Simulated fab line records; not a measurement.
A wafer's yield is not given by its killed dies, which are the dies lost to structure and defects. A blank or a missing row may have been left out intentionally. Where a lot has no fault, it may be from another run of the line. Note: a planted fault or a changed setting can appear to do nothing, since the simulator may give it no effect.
fab line records	flow nand-harc
[record] lots = 5	wafers = 15	last-day = 24
route steps=1159 shown P_M1@304 P_M2@318 END@1159
lots with no fault: from the same line, run without faults
start-h: hours from the record's opening day to when the first of the lot's shown wafers began	wait-h: hours from the lot's prior step to this one	" the same as in the row above	L1.1+2: a row that stands for several wafers	- no value present, or no start provided	* or withheld: withheld	< > ~ a bound
route shown NAME@n: names a module that has steps shown in the file, with the first one's number in the route	usual: the fault-free wafers' mean and standard deviation	same: alike in all rows	chamber/n: place in a boat	sites: the reading at each site	_std_site: the values' standard deviation	_edge_site: mean of outer sites minus mean of inner sites	radius-mm: for every site, how far away it sits from the centre of the wafer	mask NAME#n: copy n	behind: the most recent tool/chamber to have shaped the wafer	hold: what put the lot on hold/how long, in hours/how the hold closed	device: the transistor (n, p or np) that didn't switch	end of line: the tests these same wafers got at the end of their route	a step given without rows: its recipe and nothing more	killed: dies that structure and defects cost at the first sort, which is not the same as the wafer's yield	map: the dies of a wafer, with x for killed, . for not killed, _ for no die there
set.NAME: the run value of the setting; set.NAME@STEP: its run value at that earlier step	model.NAME: the simulator's own value behind a step, which no gauge read
lots at selected steps of the route; one table per step, one row per wafer
services: from which hour (start-h, from the record's first day; less than 0 if before it) a tool's chamber was out of use, for how many hours, and why
[[steps]]
[step NHARC_P_M1_STRIP_19]
[recipe] time-s = 600	temp-c = 30	chemistry = post-etch-residue-remover
[step NHARC_P_M1_DEGAS_29]
[recipe] temp-c = 250	time-s = 60
[step NHARC_P_M1_PRE_CLEAN_30]
[recipe] time-s = 30	temp-c = 280	gas = H2/He
[usual] heater-power-w = 408/39
lot.wafer	tool	chamber	start-h	wait-h	heater-power-w
L878.4	pvd-sputter-01	-	-	-	374
L878.1	"	-	"	"	425
L878.5	"	-	"	"	388
L882.2	pvd-sputter-02	-	-	-	481
L882.4	"	-	"	"	481
L882.1	"	-	"	"	376
L886.1	pvd-sputter-03	-	-	-	377
L886.3	"	-	"	"	403
L886.5	"	-	"	"	425
L892.1	pvd-sputter-03	-	-	-	465
L892.2	"	-	"	"	382
L892.6	"	-	"	"	440
L891.3	pvd-sputter-02	-	-	-	359
L891.1	"	-	"	"	429
L891.4	"	-	"	"	473
[step NHARC_P_M1_PVD_20]
[recipe] target-thk-a = 50	bias-v = 168.6	power-w = 15000	chamber-pressure-pa = 0.12	time-s = 8.06	substrate-temp-c = 50	material = TaN
[usual] throttle-valve-pct = 30.5/0.75
lot.wafer	tool	chamber	start-h	wait-h	throttle-valve-pct
L878.1	pvd-sputter-01	-	-	-	31.6
L878.4	"	-	"	"	31.1
L878.5	"	-	"	"	31.5
L882.2	pvd-sputter-02	-	-	-	30.4
L882.4	"	-	"	"	29.8
L882.1	"	-	"	"	29.6
L886.3	pvd-sputter-03	-	-	-	30.2
L886.1	"	-	"	"	30.1
L886.5	"	-	"	"	30.0
L892.1	pvd-sputter-03	-	-	-	29.8
L892.2	"	-	"	"	30.4
L892.6	"	-	"	"	29.7
L891.4	pvd-sputter-02	-	-	-	30.5
L891.3	"	-	"	"	30.7
L891.1	"	-	"	"	30.9
[step NHARC_P_M1_PVD_21]
[recipe] target-thk-a = 300	chamber-pressure-pa = 5	power-w = 5000	substrate-temp-c = 30	time-s = 20.49	material = Cu
[step NHARC_P_M1_ECD_22]
[recipe] target-thk-a = 4000	bath-temp-c = 25	material = Cu
[step NHARC_P_M1_ANNEAL_31]
[recipe] temp-c = 225	time-s = 90
[step NHARC_P_M1_CMP_23]
[recipe] t-overpolish-s = 20	target-thk-nm = 157.82
[usual] edge-zone-pressure-frac = 1.000/0.0045	motor-current-A = 12.3/1.2	retaining-ring-pressure-frac = 1.000/0.0048	time-to-endpoint-s = 29.8/2.3
lot.wafer	tool	chamber	start-h	wait-h	edge-zone-pressure-frac	motor-current-A	retaining-ring-pressure-frac	time-to-endpoint-s
L878.4	cmp-01	3	177.08	-	1.006	12.8	0.997	29.3
L878.1	"	0	"	"	1.002	10.9	0.995	24.7
L878.5	"	2	"	"	1.004	9.5	1.009	29.4
L882.2	cmp-02	2	201.91	-	1.007	12.7	1.005	29.4
L882.1	"	3	"	"	1.004	12.3	1.003	33.3
L882.4	"	0	"	"	0.992	10.5	0.997	28.3
L886.3	cmp-03	2	222.89	-	1.002	11.9	0.996	32.7
L886.1	"	0	"	"	0.999	12.2	1.003	31.8
L886.5	"	3	"	"	1.001	12.7	0.995	29.8
L892.2	cmp-03	3	257.21	-	1.001	12.6	0.998	26.5
L892.1	"	0	"	"	0.996	12.6	0.993	30.4
L892.6	"	1	"	"	0.995	12.7	1.005	29.8
L891.1	cmp-02	2	260.01	-	0.998	12.2	0.998	29.0
L891.4	"	0	"	"	1.001	10.4	1.002	27.5
L891.3	"	1	"	"	1.001	13.2	0.995	28.8
[step NHARC_P_M1_THK_MEAS_24]
[recipe] thk-meas-gauge = xrf
[usual] thk-nm = 158.5/1.5
lot.wafer	tool	chamber	start-h	wait-h	thk-nm
L878.1	film-metro-01	-	177.37	-	157.5
L878.4	"	-	"	"	159.1
L878.5	"	-	"	"	157.4
L882.1	film-metro-01	-	202.23	-	162.6
L882.2	"	-	"	"	156.3
L882.4	"	-	"	"	156.1
L886.1	film-metro-02	-	223.22	-	155.7
L886.3	"	-	"	"	160.0
L886.5	"	-	"	"	158.2
L892.1	film-metro-01	-	257.47	-	160.0
L892.2	"	-	"	"	157.9
L892.6	"	-	"	"	158.8
L891.1	film-metro-02	-	260.34	-	156.6
L891.3	"	-	"	"	158.1
L891.4	"	-	"	"	157.5
[step NHARC_P_M1_SRD_25]
[step NHARC_P_M1_INSPECT_27]
[usual] raw-defect-count = 298/120
lot.wafer	tool	chamber	start-h	wait-h	raw-defect-count
L878.1	defect-inspect-01	-	177.53	0.0	447
L878.4	"	-	"	"	491
L878.5	"	-	"	"	305
L882.1	defect-inspect-02	-	202.38	0.0	314
L882.2	"	-	"	"	188
L882.4	"	-	"	"	315
L886.1	defect-inspect-01	-	223.40	0.0	140
L886.3	"	-	"	"	164
L886.5	"	-	"	"	140
L892.1	defect-inspect-02	-	257.63	0.0	361
L892.2	"	-	"	"	398
L892.6	"	-	"	"	478
L891.1	defect-inspect-01	-	260.49	0.0	217
L891.3	"	-	"	"	320
L891.4	"	-	"	"	315
[step NHARC_P_M1_PRE_CLEAN_32]
[recipe] time-s = 12	temp-c = 370	rf-power-w = 300	gas = NH3
[usual] heater-power-w = 629/71
lot.wafer	tool	chamber	start-h	wait-h	heater-power-w	since-wet-clean-h
L878.1	pecvd-02	2	177.61	0.1	722	11
L878.5	"	1	"	"	607	-
L878.4	"	2	"	"	687	-
L882.1	pecvd-02	1	202.45	0.1	626	36
L882.2	"	0	"	"	583	36
L882.4	"	1	"	"	620	-
L886.1	pecvd-02	2	223.48	0.1	691	57
L886.3	"	0	"	"	584	57
L886.5	"	0	"	"	572	-
L892.2	pecvd-04	2	257.71	0.1	583	49
L892.1	"	0	"	"	555	50
L892.6	"	2	"	"	578	-
L891.1	pecvd-03	1	260.56	0.1	667	136
L891.3	"	1	"	"	678	-
L891.4	"	2	"	"	626	-
[step NHARC_P_M1_DEP_33]
[recipe] target-thk-a = 300	temp-c = 370	target-thk-nm = 30	pressure-torr = 3	flow-sccm = 200	rf-w = 450	material = SiCN
[usual] heater-power-w = 582/75	showerhead-vpp-V = 1332/74
lot.wafer	tool	chamber	start-h	wait-h	heater-power-w	showerhead-vpp-V	since-wet-clean-h
L878.1	pecvd-02	2	177.71	0.1	591	1295	11
L878.5	"	1	"	"	547	1349	-
L878.4	"	2	"	"	599	1318	-
L882.1	pecvd-02	1	202.53	0.1	651	1378	36
L882.2	"	0	"	"	472	1340	36
L882.4	"	1	"	"	646	1362	-
L886.1	pecvd-02	2	223.59	0.1	606	1294	57
L886.3	"	0	"	"	507	1325	57
L886.5	"	0	"	"	510	1329	-
L892.2	pecvd-04	2	257.82	0.1	525	1332	50
L892.1	"	0	"	"	517	1269	50
L892.6	"	2	"	"	523	1321	-
L891.1	pecvd-03	1	260.68	0.1	576	1229	136
L891.3	"	1	"	"	588	1229	-
L891.4	"	2	"	"	558	1500	-
[step NHARC_P_M2_DEP_00]
[recipe] target-thk-a = 1825	target-thk-nm = 182.5	temp-c = withheld	pressure-torr = 5	flow-sccm = 200	rf-w = 600	material = SiOC
[step NHARC_P_M2_DEHYDRATE_01]
[recipe] temp-c = 150	time-s = 120
[step NHARC_P_M2_HMDS_02]
[recipe] time-s = 30
[step NHARC_P_M2_COAT_34]
[recipe] temp-c = 200	time-s = 65
[step NHARC_P_M2_COAT_03]
[recipe] spin-rpm = 1500	resist-thk-nm = 90
[step NHARC_P_M2_SOFTBAKE_04]
[recipe] temp-c = 105	time-s = 55
[step NHARC_P_M2_EBR_05]
[step NHARC_P_M2_EXPOSE_06]
[recipe] na = 1.35	target-cd-nm = 170	dose-mj = 80.78	mask-id = P_M2
[step NHARC_P_M2_PEB_07]
[recipe] peb-temp-c = 100	peb-time-s = 65
[step NHARC_P_M2_DEVELOP_08]
[recipe] develop-time-s = 35	dev-temp-c = 23
[step NHARC_P_M2_CD_MEAS_09]
[recipe] target-cd-nm = 170	landing-energy-ev = 500
[usual] cd-nm = 169.8/0.65
[same] landing-energy-ev = 500
lot.wafer	tool	chamber	start-h	wait-h	cd-nm
L878.1	cd-sem-01	0	178.90	-	169.4
L878.4	"	0	"	"	169.7
L878.5	"	0	"	"	170.3
L882.1	cd-sem-01	0	203.76	-	169.7
L882.2	"	0	"	"	170.0
L882.4	"	0	"	"	170.1
L886.1	cd-sem-03	0	224.70	-	170.6
L886.3	"	0	"	"	169.9
L886.5	"	0	"	"	169.5
L892.1	cd-sem-02	0	259.02	-	169.1
L892.2	"	0	"	"	169.0
L892.6	"	0	"	"	169.1
L891.1	cd-sem-02	0	261.93	-	169.5
L891.3	"	0	"	"	169.9
L891.4	"	0	"	"	169.1
[step NHARC_P_M2_OVL_MEAS_10]
[recipe] pitch-nm = 340
[usual] overlay-x-nm = -0.2/0.73	overlay-y-nm = 0.1/0.84
lot.wafer	tool	chamber	start-h	wait-h	overlay-x-nm	overlay-y-nm
L878.1	overlay-01	-	178.99	-	-0.5	0.2
L878.4	"	-	"	"	-0.6	0.8
L878.5	"	-	"	"	-0.8	0.6
L882.1	overlay-02	-	203.85	-	-0.3	0.2
L882.2	"	-	"	"	0.0	0.2
L882.4	"	-	"	"	-0.4	0.0
L886.1	overlay-01	-	224.79	-	-0.1	1.3
L886.3	"	-	"	"	0.6	1.0
L886.5	"	-	"	"	0.2	0.9
L892.1	overlay-02	-	259.11	-	-0.5	-0.6
L892.2	"	-	"	"	-0.8	-1.4
L892.6	"	-	"	"	-0.6	-0.7
L891.1	overlay-01	-	262.02	-	1.0	-0.8
L891.3	"	-	"	"	0.6	-0.1
L891.4	"	-	"	"	0.9	-0.6
[step NHARC_P_M2_INSPECT_11]
[usual] raw-defect-count = 4.0/2.3
lot.wafer	tool	chamber	start-h	wait-h	raw-defect-count
L878.1	defect-inspect-01	-	179.03	0.0	2
L878.4	"	-	"	"	2
L878.5	"	-	"	"	0
L882.1	defect-inspect-01	-	203.89	0.0	5
L882.2	"	-	"	"	4
L882.4	"	-	"	"	7
L886.1	defect-inspect-02	-	224.83	0.0	828
L886.3	"	-	"	"	834
L886.5	"	-	"	"	829
L892.1	defect-inspect-01	-	259.14	0.0	3
L892.2	"	-	"	"	3
L892.6	"	-	"	"	0
L891.1	defect-inspect-01	-	262.06	0.0	4
L891.3	"	-	"	"	1
L891.4	"	-	"	"	3
[step NHARC_P_M2_DESCUM_14]
[recipe] time-s = 3	o2-flow-sccm = 200	ar-flow-sccm = 0	bias-power-w = 0	chemistry = O2
[usual] chamber-pressure-mTorr = 59.99/0.06	drypump-motor-current-A = 5.8/0.45	o2-flow-sccm = 200.0/0.59	oes-product-au = 1.002/0.015	rf-vpp-V = 57.8/0.86	showerhead-plenum-p-Torr = 1.90/0.064	throttle-valve-pct = 11.312/0.0077
lot.wafer	tool	chamber	start-h	wait-h	chamber-pressure-mTorr	drypump-motor-current-A	o2-flow-sccm	oes-product-au	rf-hours-counter-h	rf-vpp-V	showerhead-plenum-p-Torr	throttle-valve-pct
L878.4	rie-diel-09	0	179.11	0.1	59.93	6.2	199.8	0.995	3	57.9	1.84	11.299
L878.1	"	1	"	"	60.04	6.1	199.6	1.005	3	57.1	1.94	11.318
L878.5	"	3	"	"	60.15	5.2	199.1	1.002	-	58.4	1.89	11.314
L882.1	rie-diel-04	0	203.95	0.1	59.91	5.0	200.5	1.034	35	57.9	2.02	11.315
L882.2	"	2	"	"	59.98	5.4	200.5	1.002	34	59.9	1.89	11.292
L882.4	"	3	"	"	60.04	5.6	200.4	0.986	37	57.7	1.94	11.321
L886.1	rie-diel-04	0	224.90	0.1	60.04	5.0	199.7	1.004	44	59.6	2.02	11.325
L886.3	"	1	"	"	59.97	6.0	200.0	1.002	42	58.4	1.95	11.302
L886.5	"	0	"	"	60.00	5.0	198.9	1.015	-	58.4	2.02	11.303
L892.1	rie-diel-03	1	259.21	0.1	59.98	5.4	199.4	1.000	5	58.3	1.97	11.304
L892.2	"	3	"	"	59.99	5.8	199.2	0.977	5	56.9	1.82	11.329
L892.6	"	1	"	"	59.99	5.4	200.2	0.999	-	57.4	1.97	11.310
L891.1	rie-diel-04	0	262.12	0.1	59.94	5.0	200.8	1.024	57	57.6	2.02	11.308
L891.3	"	1	"	"	60.01	6.0	198.3	0.994	56	57.9	1.94	11.323
L891.4	"	3	"	"	60.05	5.6	200.5	0.977	60	57.9	1.94	11.308
[step NHARC_END_SORT_01]
[recipe] temp-c = 25
[usual] defect-limited-yield = 95.0/1.7	killed-at-array = 31/11	killed-at-other = 0.5/0.78	killed-at-periphery = 3.0/2	killed-dies = 34/12	killed-open = 3.2/2	killed-short = 1.9/1.6	sort_bin_2_pct = 1.6/0.67	sort_bin_3_pct = 0.26/0.2	sort_bin_4_pct = 3.2/1.1	sort-n-pass = 643/12	sort-rim-yield-pct = 96.8/1.8	sort-yield-pct = 95.0/1.7
[same] gross-dies = 677	sort_bin_5_pct[%] = 0	sort_bin_6_pct[%] = 0	sort_bin_7_pct[%] = 0	sort_bin_8_pct[%] = 0	sort-rim-n-gross = 106.00
lot.wafer	tool	chamber	start-h	wait-h	defect-limited-yield[%]	killed-at-array	killed-at-other	killed-at-periphery	killed-dies	killed-open	killed-short	sort_bin_2_pct[%]	sort_bin_3_pct[%]	sort_bin_4_pct[%]	sort-n-pass	sort-rim-yield-pct[%]	sort-yield-pct[%]
L878.1	prober-02	0	489.24	2.5	97.6	16	0	0	16	3	1	1.2	0.15	1.0	661	98.1	97.6
L878.4	prober-02	0	491.67	3.4	96.3	24	0	1	25	2	4	1.0	0	2.7	652	95.3	96.3
L878.5	prober-02	0	492.48	3.7	96.3	23	0	2	25	4	2	0.4	0	3.2	652	99.1	96.3
L886.1	prober-02	0	540.83	2.5	90.4	37	0	28	65	1	2	3.2	1.62	4.7	612	85.8	90.4
L886.3	prober-02	0	542.41	3.1	82.3	35	0	85	120	3	3	6.8	4.14	6.8	557	86.8	82.3
L886.5	prober-02	0	543.99	3.7	82.1	36	0	85	121	2	2	7.1	4.28	6.5	556	88.7	82.1
L891.1	prober-02	0	564.17	2.4	93.1	42	1	4	47	10	3	1.9	0	5.0	630	96.2	93.1
L891.3	prober-02	0	565.75	3.1	93.1	42	1	4	47	5	9	1.9	0.74	4.3	630	97.2	93.1
L891.4	prober-02	0	566.55	3.4	93.9	37	1	3	41	2	2	1.3	0.15	4.6	636	95.3	93.9
L892.1	prober-01	0	577.90	2.5	97.5	15	0	2	17	4	0	1.2	0.15	1.2	660	99.1	97.5
L892.2	prober-01	0	578.70	2.8	97.3	15	0	3	18	4	2	0.7	0.30	1.6	659	99.1	97.3
L892.6	prober-01	0	581.89	4.0	97.3	17	0	1	18	2	2	1.0	0.15	1.5	659	97.2	97.3
// killed by level:class
L878.1 A_STAIRCASE:chamber-film-flake=6 A_CHANNEL_HOLE_D1:chamber-film-flake=3 A_BLC:geometric-particle:open=2 A_ZERO_WELL:chamber-film-flake=2 A_CHANNEL_FILL_D1:geometric-particle:short=1 A_CONTACT:geometric-particle:open=1 A_WL_FILL:chamber-film-flake=1
L878.4 A_STAIRCASE:chamber-film-flake=7 A_ZERO_WELL:chamber-film-flake=5 A_CHANNEL_HOLE_D1:chamber-film-flake=2 A_CHANNEL_FILL_D1:chamber-film-flake=2 A_CONTACT:chamber-film-flake=2 P_CONTACT:geometric-particle:short=1 A_CHANNEL_HOLE_D1:geometric-particle:open=1 A_CHANNEL_FILL_D1:geometric-particle:short=1
L878.5 A_CHANNEL_HOLE_D1:chamber-film-flake=6 A_SLIT:chamber-film-flake=4 A_STAIRCASE:chamber-film-flake=3 A_CHANNEL_FILL_D1:chamber-film-flake=2 A_CONTACT:chamber-film-flake=2 P_M0:geometric-particle:open=1 P_M2:geometric-particle:open=1 A_ONON_D1:geometric-particle:short=1
L886.1 P_M1:unspecified=26 A_SLIT:chamber-film-flake=20 A_CONTACT:chamber-film-flake=8 A_CHANNEL_HOLE_D1:chamber-film-flake=6 P_M2:geometric-particle:open=1 A_SOURCE_PLATE:geometric-particle:short=1 P_ZERO_WELL:chamber-film-flake=1 A_BLC:geometric-particle:short=1
L886.3 P_M1:unspecified=84 A_SLIT:chamber-film-flake=17 A_CONTACT:chamber-film-flake=5 A_CHANNEL_HOLE_D1:chamber-film-flake=5 A_CHANNEL_FILL_D1:chamber-film-flake=2 A_SOURCE_PLATE:geometric-particle:open=1 A_SOURCE_PLATE:geometric-particle:short=1 A_ONON_D1:geometric-particle:short=1
L886.5 P_M1:unspecified=84 A_SLIT:chamber-film-flake=17 A_CONTACT:chamber-film-flake=10 A_CHANNEL_HOLE_D1:chamber-film-flake=4 A_STAIRCASE:chamber-film-flake=2 P_CONTACT:geometric-particle:open=1 A_ONON_D1:geometric-particle:open=1 A_ONON_D1:geometric-particle:short=1
L891.1 A_SLIT:chamber-film-flake=23 A_CHANNEL_HOLE_D1:chamber-film-flake=6 A_ONON_D1:geometric-particle:open=2 A_CHANNEL_FILL_D1:geometric-particle:open=2 A_CONTACT:geometric-particle:open=2 P_GATE:chamber-film-flake=2 P_M2:geometric-particle:open=1 A_ONON_D1:geometric-particle:short=1
L891.3 A_SLIT:chamber-film-flake=20 A_CHANNEL_HOLE_D1:chamber-film-flake=7 A_ONON_D1:geometric-particle:short=3 A_CONTACT:geometric-particle:short=2 A_WL_FILL:chamber-film-flake=2 A_CONTACT:chamber-film-flake=2 P_GATE:geometric-particle:open=1 P_M0:geometric-particle:short=1
L891.4 A_SLIT:chamber-film-flake=22 A_CHANNEL_HOLE_D1:chamber-film-flake=10 A_SGD_CUT:geometric-particle:short=2 A_WL_FILL:chamber-film-flake=2 P_M1:geometric-particle:open=1 A_CHANNEL_FILL_D1:geometric-particle:open=1 P_STI:chamber-film-flake=1 P_M2:chamber-film-flake=1
L892.1 A_CHANNEL_HOLE_D1:chamber-film-flake=9 A_CONTACT:chamber-film-flake=4 P_STI:geometric-particle:open=1 P_CONTACT:geometric-particle:open=1 A_CHANNEL_FILL_D1:geometric-particle:open=1 A_CONTACT:geometric-particle:open=1
L892.2 A_CHANNEL_HOLE_D1:chamber-film-flake=4 A_CONTACT:chamber-film-flake=3 P_M0:geometric-particle:open=2 A_ONON_D1:geometric-particle:short=2 A_WL_FILL:geometric-particle:open=1 A_CONTACT:geometric-particle:open=1 P_CONTACT:chamber-film-flake=1 A_ZERO_WELL:chamber-film-flake=1
L892.6 A_CHANNEL_HOLE_D1:chamber-film-flake=6 A_CONTACT:chamber-film-flake=4 A_WL_FILL:chamber-film-flake=2 P_M0:geometric-particle:open=1 A_WL_FILL:geometric-particle:open=1 A_WL_FILL:geometric-particle:short=1 A_M1:geometric-particle:short=1 A_CHANNEL_FILL_D1:chamber-film-flake=1
// map L886.5 (x killed, . not)
____________.____________
_________......x_________
_______........x.._______
______.............______
_____..............._____
____.................____
____........x........____
___...............x...___
___...................___
__.................x...__
__.....................__
_x..............x..x...._
_................x......_
_...............x....x.._
_..................x...._
_........x....x.xxxx...._
................xxx...x..
................xxxx.....
.........................
................x..x.....
.........................
_......................._
_......................._
_..............xx......._
_............xx.x......._
_......x.x....x.xx......_
__........xxxxxxxxx....__
__.x......xxxxxxxx.....__
___...x.x..xxxxxxxx...___
___.......xxxxxxxx....___
____.....xxxxxxxxxx..____
____......xxxxxxxxx..____
_____......xxxxxxx.._____
______....xxxxxxxx.______
_______...xxxxxxxx_______
_________.x.xxxx_________
____________.____________
// map L882.4 (x killed, . not)
____________.____________
_________......._________
_______..........._______
______.............______
_____..............._____
____.................____
____.................____
___...................___
___...................___
__....................x__
__.....................__
_..................x...._
_.................x....._
_................xxx...._
_.....x.........x.x....._
_................x.xx..._
.................xxxx....
...........x.....xx......
..............xxx..x.....
.................x.x.....
.........................
_....x..........x......._
_......................._
_......................._
_......................._
_..x..x...........x....._
__.....................__
__...............x.....__
___.........x.........___
___........x...x......___
____.................____
____.................____
_____..............._____
______.............______
_______..........._______
_________......._________
____________.____________
[[services]]
tool	chamber	start-h	hours	kind
pecvd-02	-	153.45	13.0	pm
pecvd-02	0	153.45	13.0	vent-cycle
pvd-sputter-01	-	158.00	10.0	pm
pecvd-03	1	160.35	10.1	repair
rie-diel-03	0	177.10	7.7	repair
cmp-01	-	179.50	4.0	pm
pecvd-04	-	195.22	13.0	pm
pecvd-03	1	199.78	1.7	repair
cmp-03	-	209.59	4.0	pm
pvd-sputter-02	-	214.01	10.0	pm
rie-diel-03	-	215.33	9.0	pm
cmp-02	-	217.02	0.4	repair
pvd-sputter-03	-	224.96	7.2	repair
cmp-02	-	226.62	4.0	pm
rie-diel-03	0	231.57	7.3	repair
rie-diel-09	1	233.48	4.4	repair
cmp-03	-	236.64	0.4	repair
rie-diel-03	1	243.99	2.7	repair
rie-diel-03	-	251.19	0.2	repair
pecvd-03	0	253.10	7.8	repair
pvd-sputter-02	-	253.30	5.2	repair
rie-diel-09	-	254.10	9.0	pm
pecvd-04	-	256.21	0.8	repair
pvd-sputter-03	-	260.50	3.4	repair
[[key]]
[first-sign] step = NHARC_P_M2_INSPECT_11	reading = raw-defect-count	direction = up	sigmas = 99+	usual = 4.0	struck = 830.3
[effect] step = NHARC_END_SORT_01	reading = killed-at-periphery	direction = up	sigmas = 31	usual = 3.0	struck = 66
[more-kills-born-at] NHARC_P_M1_PRE_CLEAN_32@pecvd-02 = 194
met-at NHARC_P_M1_PRE_CLEAN_32
struck-wafers L886.1,L886.3,L886.5
onset-between 202.45 223.48
also-fits NHARC_P_M1_DEP_33:pecvd-02
[fault] kind = chamber-particle-source	tool = pecvd-02	chamber = -	onset-h = 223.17	steps = NHARC_P_M1_PRE_CLEAN_32	rate-per-visit-cm2 = 1.2692
